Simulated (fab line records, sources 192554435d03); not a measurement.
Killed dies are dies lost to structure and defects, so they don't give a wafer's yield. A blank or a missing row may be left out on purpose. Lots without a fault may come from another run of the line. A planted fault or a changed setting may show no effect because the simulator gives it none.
fab line records | flow n5_finfet
record lots=8 wafers=24 last_day=19
route steps=1938 shown BEOL_M4@1111 BEOL_M12@1634 PASSIVATION@1936
lots that met no fault: from a run of the same line without faults
start_h: hours from the record's first day to the start of the lot's first wafer shown | wait_h: hours since the lot's step before | " the same as in the row above | L1.1+2: a row that stands for several wafers | - no value, or no start given | * or withheld: withheld | < > ~ a bound
route shown NAME@n: a module of which the file shows steps, and the number in the route of the first | usual: mean/standard deviation of fault-free wafers | same: alike in all rows | chamber/n: place in a boat | sites: the reading at each site | _std_site: their standard deviation | _edge_site: outer sites' mean less inner sites' | radius_mm: how far each site lies from the wafer's centre | mask NAME#n: copy n | behind: the tool/chamber that last shaped the wafer | hold: why the lot was held/for how many hours/how that ended | device: the transistor (n, p or np) that didn't switch | end of line: the same wafers' tests at the end of the route | a step without rows: its recipe alone | killed: dies lost to structure and defects at the first sort, not the wafer's yield | map: a wafer's dies, x killed, . not, _ none there
set.NAME: the setting as run; set.NAME@STEP: as run at that earlier step | model.NAME: the simulator's own value behind a step, which no gauge read
steps of the route over a sample of lots; a table a step, a row a wafer
services: from which hour (start_h, from the record's first day; less than 0 if before it) a tool's chamber was out of use, for how many hours, and why
## steps
# step N5_BEOL_M4_RC_MEAS_101
# usual DIBL_N=36.0/2.2 DIBL_P=36.2/2.4 IOFF_N=0.16/0.035 IOFF_P=0.21/0.037 ION_N=672/13 ION_P=461/7 SS_N=71.4/0.69 SS_P=73.2/0.75 VT_N=250/3.4 VT_P=-251/3
# columns lot.wafer tool chamber start_h wait_h DIBL_N[mV/V] DIBL_P[mV/V] IOFF_N[nA/um] IOFF_P[nA/um] ION_N[uA/um] ION_P[uA/um] SS_N[mV/dec] SS_P[mV/dec] VT_N[mV] VT_P[mV]
L578.1 prober-02 0 235.70 0.0 34.2 33.5 0.13 0.18 675 465 70.3 72.5 252 -250
L578.4 " 0 " " 36.7 37.9 0.18 0.24 684 471 71.8 73.6 246 -246
L578.6 " 0 " " 36.2 36.5 0.16 0.22 683 460 70.8 73.1 249 -250
L576.2 prober-02 0 236.88 0.2 37.0 39.5 0.18 0.26 667 465 72.0 74.1 252 -250
L576.3 " 0 " " 36.6 38.0 0.17 0.23 674 460 71.6 74.1 248 -251
L576.5 " 0 " " 34.1 35.2 0.13 0.19 660 463 71.6 72.9 254 -254
L579.1 prober-01 0 240.70 0.0 38.1 37.4 0.20 0.21 667 455 72.1 73.1 250 -252
L579.3 " 0 " " 38.7 40.3 0.22 0.26 690 466 71.9 74.4 244 -246
L579.6 " 0 " " 37.8 39.1 0.19 0.23 677 459 71.7 73.5 248 -252
L588.1 prober-01 0 302.65 0.0 36.3 34.9 0.13 0.19 659 452 71.5 73.4 252 -250
L588.4 " 0 " " 32.1 30.5 0.09 0.14 651 450 69.7 72.0 258 -256
L588.6 " 0 " " 32.0 30.6 0.09 0.14 647 452 69.8 71.9 259 -254
L589.2 prober-01 0 304.76 0.2 40.9 41.1 0.26 0.30 700 476 72.6 75.2 243 -247
L589.3 " 0 " " 38.3 37.2 0.18 0.23 689 466 71.8 73.6 249 -251
L589.6 " 0 " " 38.9 38.2 0.20 0.24 691 462 71.8 74.7 249 -249
L591.3 prober-01 0 316.21 0.3 36.3 35.8 0.16 0.18 681 460 71.5 72.7 248 -254
L591.5 " 0 " " 36.5 36.5 0.16 0.19 684 460 71.9 73.1 253 -252
L591.6 " 0 " " 39.1 39.1 0.21 0.23 696 462 71.9 73.3 245 -251
L590.1 prober-02 0 322.04 0.0 35.0 35.2 0.14 0.18 658 455 70.9 72.9 252 -250
L590.3 " 0 " " 33.6 33.7 0.11 0.16 645 447 70.1 71.8 254 -254
L590.5 " 0 " " 33.6 34.3 0.12 0.16 649 451 70.0 71.6 255 -253
L593.3 prober-02 0 338.34 0.3 37.0 38.6 0.19 0.23 689 460 71.7 74.1 247 -250
L593.4 " 0 " " 37.4 39.4 0.20 0.23 696 470 72.3 73.4 247 -251
L593.5 " 0 " " 35.2 37.4 0.17 0.21 681 468 71.6 73.8 250 -251
# step N5_BEOL_M12_INSPECT_30
# recipe mode=adi inspect_instrument=macro
# usual raw_defect_count=1.9/1.3
# columns lot.wafer tool chamber start_h wait_h raw_defect_count
L576.2 defect_inspect-01 - 301.83 0.0 2
L576.3 " - " " 2
L576.5 " - " " 2
L578.1 defect_inspect-02 - 301.88 0.0 3
L578.4 " - " " 2
L578.6 " - " " 1
L579.1 defect_inspect-02 - 309.86 0.0 0
L579.3 " - " " 2
L579.6 " - " " 3
L588.1 defect_inspect-01 - 372.91 0.0 2
L588.4 " - " " 2
L588.6 " - " " 2
L589.2 defect_inspect-01 - 375.05 0.0 1
L589.3 " - " " 0
L589.6 " - " " 2
L591.3 defect_inspect-02 - 388.89 0.0 2
L591.5 " - " " 2
L591.6 " - " " 1
L590.1 defect_inspect-01 - 390.67 0.0 2
L590.3 " - " " 5
L590.5 " - " " 3
L593.3 defect_inspect-02 - 410.00 0.0 1
L593.4 " - " " 3
L593.5 " - " " 3
# step N5_BEOL_M12_DESCUM_33
# recipe chemistry=O2 time_s=7.9 source_power_w=50 bias_power_w=20 pressure_mtorr=20 rf_frequency_hz=2.712e+07 temp_c=40 o2_flow_sccm=225
# usual drypump_motor_current_A=5.6/0.52 oes_product_au=0.80/0.076 rf_fwd_power_W=49.32/0.25 rf_vpp_V=243.2/1.5 showerhead_plenum_p_Torr=2.09/0.078 throttle_valve_pct=20.38/0.21
# columns lot.wafer tool chamber start_h wait_h drypump_motor_current_A oes_product_au rf_fwd_power_W rf_hours_counter_h rf_vpp_V showerhead_plenum_p_Torr throttle_valve_pct
L576.2 rie_diel-04 3 302.08 0.3 5.8 0.66 49.46 234 241.7 2.07 20.34
L576.3 " 1 " " 5.7 0.72 49.12 220 241.0 1.98 20.17
L576.5 " 3 " " 5.8 0.66 49.11 - 242.7 2.07 20.33
L578.1 rie_diel-03 3 302.10 0.2 5.7 0.76 49.38 137 242.3 2.00 20.27
L578.4 " 1 " " 6.2 0.76 49.70 139 243.1 2.07 20.04
L578.6 " 1 " " 6.2 0.77 49.97 - 244.2 2.07 20.04
L579.1 rie_diel-06 3 309.90 0.0 5.0 0.87 49.60 70 244.1 2.21 20.58
L579.3 " 0 " " 5.3 0.83 49.01 62 242.4 2.12 20.36
L579.6 " 1 " " 5.9 0.84 49.39 - 244.5 2.20 20.29
L588.1 rie_diel-04 2 372.95 0.0 6.8 0.90 49.59 20 243.3 2.03 20.44
L588.4 " 3 " " 5.8 0.93 48.83 5 242.4 2.06 19.99
L588.6 " 3 " " 5.8 0.92 48.85 - 241.4 2.06 19.99
L589.2 rie_diel-06 0 375.59 0.5 5.3 0.81 49.29 82 243.7 2.11 20.38
L589.3 " 2 " " 5.4 0.84 49.09 50 243.1 2.14 20.44
L589.6 " 0 " " 5.3 0.81 49.03 - 244.4 2.11 20.38
L591.3 rie_diel-04 3 389.33 0.4 5.7 0.92 48.89 13 242.4 2.06 19.98
L591.5 " 0 " " 5.0 0.75 49.13 - 241.5 2.01 20.63
L591.6 " 3 " " 5.8 0.91 49.21 - 242.2 2.06 20.00
L590.1 rie_diel-06 3 390.71 0.0 5.0 0.82 49.53 100 245.2 2.20 20.65
L590.3 " 1 " " 5.9 0.81 49.46 - 244.7 2.18 20.33
L590.5 " 3 " " 5.0 0.82 49.36 - 244.6 2.20 20.63
L593.3 rie_diel-04 3 410.50 0.5 5.8 0.90 49.23 22 242.0 2.05 20.01
L593.4 " 1 " " 5.7 0.93 49.75 5 245.3 2.23 19.73
L593.5 " 2 " " 6.8 0.88 49.42 - 242.4 2.03 20.46
# step N5_BEOL_M12_ETCH_67
# recipe chemistry=CF4 target=SiARC target_depth_a=1430 time_s=238.3 ion_energy_ev=80 pressure_mtorr=40 source_w=545 bias_w=36 Ar_flow_sccm=100 cf4_flow_sccm=100 ends=cleared
# usual bias_w=36.01/0.11 cf4_flow_sccm=100.03/0.26 drypump_motor_current_A=5.6/0.52 etch_rf_on_time_s=238/4.7 oes_product_au=0.69/0.066 rf_fwd_power_W=543.0/1.9 rf_vpp_V=184.0/1.2 showerhead_plenum_p_Torr=2.14/0.082 throttle_valve_pct=15.60/0.19
# columns lot.wafer tool chamber start_h wait_h bias_w cf4_flow_sccm drypump_motor_current_A etch_rf_on_time_s oes_product_au rf_fwd_power_W rf_hours_counter_h rf_vpp_V showerhead_plenum_p_Torr throttle_valve_pct
L576.2 rie_diel-04 3 302.12 0.0 - - - - - - - - - -
L576.3 " 1 " " - - - - - - - - - -
L576.5 " 3 " " - - - - - - - - - -
L578.1 rie_diel-03 3 302.14 0.0 - - - - - - - - - -
L578.4 " 1 " " - - - - - - - - - -
L578.6 " 1 " " - - - - - - - - - -
L579.1 rie_diel-06 3 309.93 0.0 - - - - - - - - - -
L579.3 " 0 " " - - - - - - - - - -
L579.6 " 1 " " - - - - - - - - - -
L588.1 rie_diel-04 2 372.98 0.0 36.07 100.09 6.8 245 0.77 541.5 20 181.9 2.10 15.65
L588.4 " 3 " " 36.08 99.89 5.8 235 0.81 543.8 5 184.4 2.12 15.22
L588.6 " 3 " " 35.94 100.16 5.8 238 0.80 542.1 - 182.9 2.12 15.21
L589.2 rie_diel-06 0 375.62 0.0 35.90 100.41 5.2 238 0.70 544.6 82 184.5 2.16 15.58
L589.3 " 2 " " 36.10 100.65 5.4 231 0.74 543.0 50 183.8 2.17 15.49
L589.6 " 0 " " 36.09 100.12 5.2 238 0.70 542.4 - 183.1 2.16 15.58
L591.3 rie_diel-04 3 389.37 0.0 35.80 99.70 5.8 233 0.79 542.6 13 183.6 2.11 15.22
L591.5 " 0 " " 36.06 100.46 5.0 245 0.63 540.7 - 183.9 2.05 15.75
L591.6 " 3 " " 35.70 100.11 5.8 236 0.78 542.5 - 183.3 2.11 15.22
L590.1 rie_diel-06 3 390.76 0.0 36.23 100.33 4.9 233 0.71 544.9 100 185.1 2.25 15.91
L590.3 " 1 " " 36.00 99.78 5.9 234 0.70 544.8 - 184.9 2.25 15.63
L590.5 " 3 " " 36.24 100.26 4.9 232 0.71 542.7 - 183.9 2.25 15.89
L593.3 rie_diel-04 3 410.54 0.0 36.09 100.15 5.8 232 0.77 545.1 22 183.6 2.11 15.24
L593.4 " 1 " " 35.98 100.15 5.7 239 0.80 543.9 5 186.1 2.28 15.00
L593.5 " 2 " " 36.16 99.77 6.8 243 0.76 545.4 - 183.8 2.10 15.70
# step N5_BEOL_M12_OCD_MEAS_35
# usual trench_depth_nm=316/4.1
# columns lot.wafer tool chamber start_h wait_h trench_depth_nm
L576.2 ocd-02 - 302.60 0.0 -
L576.3 " - " " -
L576.5 " - " " -
L578.1 ocd-01 - 302.62 0.0 -
L578.4 " - " " -
L578.6 " - " " -
L579.1 ocd-02 - 310.41 0.0 -
L579.3 " - " " -
L579.6 " - " " -
L588.1 ocd-01 - 373.47 0.0 317
L588.4 " - " " 322
L588.6 " - " " 321
L589.2 ocd-02 - 376.10 0.0 315
L589.3 " - " " 316
L589.6 " - " " 313
L591.3 ocd-01 - 389.85 0.0 318
L591.5 " - " " 316
L591.6 " - " " 323
L590.1 ocd-02 - 391.47 0.0 318
L590.3 " - " " 313
L590.5 " - " " 318
L593.3 ocd-02 - 411.02 0.0 327
L593.4 " - " " 316
L593.5 " - " " 320
# step N5_BEOL_M12_ETCH_38
# recipe chemistry=CF4/N2 target=SiCN target_depth_a=687 taper_deg=2 time_s=73.4 ion_energy_ev=150 mask_material=SiO2 pressure_mtorr=40 source_w=430 bias_w=70 Ar_flow_sccm=100 cf4_flow_sccm=60 n2_flow_sccm=60
# usual bias_w=69.99/0.21 cf4_flow_sccm=60.05/0.17 drypump_motor_current_A=5.7/0.56 oes_product_au=0.79/0.073 rf_fwd_power_W=428.1/1.5 rf_vpp_V=381.7/1.9 showerhead_plenum_p_Torr=2.18/0.075 throttle_valve_pct=15.44/0.16
# columns lot.wafer tool chamber start_h wait_h bias_w cf4_flow_sccm drypump_motor_current_A oes_product_au rf_fwd_power_W rf_hours_counter_h rf_vpp_V showerhead_plenum_p_Torr throttle_valve_pct
L576.2 rie_diel-04 0 302.77 - 70.02 59.88 4.9 0.77 425.3 138 380.1 2.12 15.52
L576.3 " 1 " " 70.10 60.18 5.7 0.73 428.2 220 379.9 2.10 15.29
L576.5 " 1 " " 69.58 60.47 5.7 0.72 429.4 - 379.4 2.10 15.30
L578.1 rie_diel-03 3 303.29 - 69.91 59.96 5.7 0.77 426.4 137 382.1 2.12 15.32
L578.4 " 1 " " 69.98 60.16 6.3 0.76 425.7 140 383.3 2.21 15.24
L578.6 " 3 " " 70.32 60.01 5.7 0.76 427.6 - 380.4 2.12 15.31
L579.1 rie_diel-03 3 312.71 - 69.76 59.92 5.7 0.77 428.0 139 379.4 2.12 15.31
L579.3 " 0 " " 70.08 59.96 5.1 0.74 427.5 153 384.4 2.29 15.56
L579.6 " 2 " " 69.86 60.07 5.6 0.77 427.8 - 381.1 2.12 15.55
L588.1 rie_diel-03 1 374.76 - 69.95 60.30 6.3 0.74 429.9 164 382.0 2.21 15.29
L588.4 " 0 " " 70.16 59.90 5.1 0.73 426.7 169 383.4 2.28 15.61
L588.6 " 2 " " 70.26 59.85 5.6 0.74 429.2 - 380.2 2.11 15.61
L589.2 rie_diel-04 2 376.58 - 69.60 60.05 6.8 0.89 429.9 22 379.9 2.17 15.49
L589.3 " 1 " " 70.38 60.16 5.7 0.70 428.7 248 378.3 2.09 15.33
L589.6 " 1 " " 69.98 60.39 5.7 0.70 429.2 - 380.1 2.09 15.34
L591.3 rie_diel-04 0 394.75 - 70.23 59.76 5.0 0.74 427.5 173 381.1 2.11 15.60
L591.5 " 2 " " 69.97 59.90 6.8 0.89 429.3 - 380.5 2.16 15.52
L591.6 " 0 " " 69.94 60.08 4.9 0.74 427.9 - 378.9 2.11 15.60
L590.1 rie_diel-03 1 397.63 - 70.01 60.34 6.3 0.73 428.1 174 382.3 2.20 15.31
L590.3 " 3 " " 70.34 60.12 5.7 0.74 425.8 172 380.1 2.11 15.40
L590.5 " 1 " " 69.76 60.23 6.3 0.73 428.6 - 380.8 2.20 15.30
L593.3 rie_diel-06 0 412.84 - 70.07 59.88 5.3 0.80 428.3 88 382.9 2.22 15.42
L593.4 " 2 " " 70.30 60.01 5.3 0.84 428.9 63 383.1 2.23 15.33
L593.5 " 1 " " 70.11 60.05 5.9 0.80 426.8 - 384.1 2.32 15.46
# step N5_PASSIVATION_PROBE_49
# usual defect_limited_yield=91.2/1.4 killed_at_M0_to_M3=34/9.4 killed_at_M4_up=14/5.6 killed_at_contacts=13/7.8 killed_at_front_end=37/10 killed_at_other=4/3.3 killed_dies=103/17 killed_on_rim=14/3.5 killed_open=68/13 killed_short=33/8.2 sort_bin_5_function=5.1/0.92 sort_bin_6_memory=3.3/0.71 sort_bin_8_speed=0.01/0.043 sort_n_pass=1077/17 sort_yield_pct=91.2/1.4
# same gross_dies=1180 killed_at_back_side=0 sort_bin_4_leakage[%]=0
# columns lot.wafer tool chamber start_h wait_h defect_limited_yield[%] killed_at_M0_to_M3 killed_at_M4_up killed_at_contacts killed_at_front_end killed_at_other killed_dies killed_on_rim killed_open killed_short sort_bin_5_function[%] sort_bin_6_memory[%] sort_bin_8_speed[%] sort_n_pass sort_yield_pct[%]
L576.2 prober-01 - 342.62 0.1 0 27 1073 20 59 1 1180 152 87 42 95.8 4.0 0 0 0
L576.3 prober-01 - 342.67 0.1 0 19 1101 18 42 0 1180 152 75 25 96.5 3.1 0 0 0
L576.5 prober-01 - 342.77 0.2 0 23 1095 17 42 3 1180 152 67 36 95.8 4.0 0 0 0
L578.1 prober-02 - 343.83 0.0 0 24 1102 16 33 5 1180 152 72 31 96.8 3.1 0 0 0
L578.4 prober-02 - 343.98 0.2 0 29 1091 15 39 6 1180 152 65 39 96.0 3.8 0 0 0
L578.6 prober-02 - 344.08 0.3 0 32 1105 3 36 4 1180 152 53 32 97.1 2.4 0 0 0
L579.1 prober-02 - 347.14 0.0 0 28 1106 10 33 3 1180 152 59 24 97.0 2.5 0 0 0
L579.3 prober-02 - 347.24 0.1 0 30 1090 6 46 8 1180 152 62 37 96.7 3.1 0 0 0
L579.6 prober-02 - 347.39 0.3 0 37 1091 10 42 0 1180 152 75 27 96.9 3.0 0 0 0
# killed by level:class
L576.2 BEOL_M12:area_etch=1049 FIN_SAQP:geometric_particle:short=20 MOL_CONTACT_COAG:geometric_particle:open=17 BEOL_M4:geometric_particle:open=13 FIN_SAQP:geometric_particle:open=12 STI_FIN_REVEAL:geometric_particle:open=9 BEOL_M2:geometric_particle:open=9 BEOL_M3:geometric_particle:open=7
L576.3 BEOL_M12:area_etch=1077 FIN_SAQP:geometric_particle:open=14 MOL_CONTACT_COAG:geometric_particle:open=14 BEOL_M4:geometric_particle:open=11 BEOL_M2:geometric_particle:open=10 FIN_SAQP:geometric_particle:short=9 STI_FIN_REVEAL:geometric_particle:open=5 BEOL_M8:geometric_particle:open=3
L576.5 BEOL_M12:area_etch=1072 STI_FIN_REVEAL:geometric_particle:open=16 MOL_CONTACT_COAG:geometric_particle:open=12 BEOL_M4:geometric_particle:open=10 FIN_SAQP:geometric_particle:short=5 FIN_SAQP:geometric_particle:open=5 STI_FIN_REVEAL:geometric_particle:short=5 MOL_CONTACT_COAG:geometric_particle:short=5
L578.1 BEOL_M12:area_etch=1077 MOL_CONTACT_COAG:geometric_particle:open=15 BEOL_M0_SAQP:geometric_particle:short=8 STI_FIN_REVEAL:geometric_particle:open=7 FIN_SAQP:geometric_particle:short=6 BEOL_M5:geometric_particle:open=6 GATE_CUT:geometric_particle:short=5 BEOL_M0_SAQP:geometric_particle:open=5
L578.4 BEOL_M12:area_etch=1075 BEOL_M0_SAQP:geometric_particle:open=14 MOL_CONTACT_COAG:geometric_particle:open=9 FIN_SAQP:geometric_particle:short=7 STI_FIN_REVEAL:geometric_particle:open=7 BEOL_M2:geometric_particle:open=7 MOL_CONTACT_COAG:geometric_particle:short=6 BEOL_M4:geometric_particle:open=6
L578.6 BEOL_M12:area_etch=1094 BEOL_M0_SAQP:geometric_particle:short=11 STI_FIN_REVEAL:geometric_particle:open=10 BEOL_M0_SAQP:geometric_particle:open=7 GATE_CUT:geometric_particle:short=6 FIN_SAQP:geometric_particle:open=5 BEOL_M1:geometric_particle:open=5 BEOL_M2:geometric_particle:open=4
L579.1 BEOL_M12:area_etch=1097 STI_FIN_REVEAL:geometric_particle:open=10 MOL_CONTACT_COAG:geometric_particle:open=9 BEOL_M0_SAQP:geometric_particle:open=6 BEOL_M1:geometric_particle:open=6 FIN_SAQP:geometric_particle:open=5 BEOL_M3:geometric_particle:open=5 FIN_SAQP:geometric_particle:short=4
L579.3 BEOL_M12:area_etch=1081 STI_FIN_REVEAL:geometric_particle:open=15 BEOL_M0_SAQP:geometric_particle:open=12 BEOL_M0_SAQP:geometric_particle:short=11 ILD0:geometric_particle:short=5 MOL_CONTACT_COAG:geometric_particle:open=5 FIN_SAQP:geometric_particle:short=4 ILD0:geometric_particle:open=4
L579.6 BEOL_M12:area_etch=1078 STI_FIN_REVEAL:geometric_particle:open=16 BEOL_M0_SAQP:geometric_particle:open=12 MOL_CONTACT_COAG:geometric_particle:open=9 BEOL_M0_SAQP:geometric_particle:short=9 DUMMY_GATE:geometric_particle:open=6 BEOL_M2:geometric_particle:open=6 BEOL_M4:geometric_particle:open=5
## services
# columns tool chamber start_h hours kind
rie_diel-04 2 281.12 - clean
rie_diel-04 2 281.12 - consumable_replace:focus_ring
rie_diel-04 2 281.12 32.3 scheduled_down
rie_diel-04 2 281.12 32.3 vent_cycle
rie_diel-03 0 314.36 19.1 repair
rie_diel-03 1 319.35 9.5 repair
rie_diel-06 0 335.30 4.4 repair
rie_diel-03 3 338.59 11.0 repair
rie_diel-04 3 341.90 - clean
rie_diel-04 3 341.90 - consumable_replace:focus_ring
rie_diel-04 3 341.90 15.6 scheduled_down
rie_diel-04 3 341.90 15.6 vent_cycle
rie_diel-04 2 358.26 6.6 repair
rie_diel-06 2 379.85 11.7 repair
rie_diel-03 2 380.00 12.7 repair
rie_diel-04 1 384.22 - clean
rie_diel-04 1 384.22 - consumable_replace:focus_ring
rie_diel-04 1 384.22 - consumable_replace:showerhead
rie_diel-04 1 384.22 16.0 scheduled_down
rie_diel-04 1 384.22 16.0 vent_cycle
rie_diel-06 0 386.76 22.5 repair
rie_diel-03 2 394.52 8.1 repair
rie_diel-06 - 396.50 0.7 repair
## key
first_sign step=N5_BEOL_M12_ETCH_67 reading=tool_record direction=missing
effect step=N5_BEOL_M12_OCD_MEAS_35 reading=trench_depth_nm direction=missing
effect step=N5_PASSIVATION_PROBE_49 reading=killed_at_M4_up direction=up sigmas=99+ usual=14 struck=1095
more_kills_born_at N5_BEOL_M12_ETCH_67@rie_diel-06=3256 N5_BEOL_M12_ETCH_67@rie_diel-03=3246 N5_BEOL_M12_ETCH_67@rie_diel-04=3198
met_at N5_BEOL_M12_ETCH_67
struck_lots L576,L578,L579
later_rows_left_out L576.2,L576.3,L576.5,L578.1,L578.4,L578.6,L579.1,L579.3,L579.6
not_acting_at N5_BEOL_M12_INSPECT_30,N5_BEOL_M12_DESCUM_33,N5_BEOL_M12_ETCH_38
fault kind=skipped_step_whole tool=rie_diel-03,rie_diel-04,rie_diel-06 chamber=- onset_h=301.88 steps=N5_BEOL_M12_ETCH_67 scope=struck_lots_only
# later_rows_left_out: the simulator's readings of these wafers behind a module that went badly wrong aren't trusted and aren't shown, but for the sort
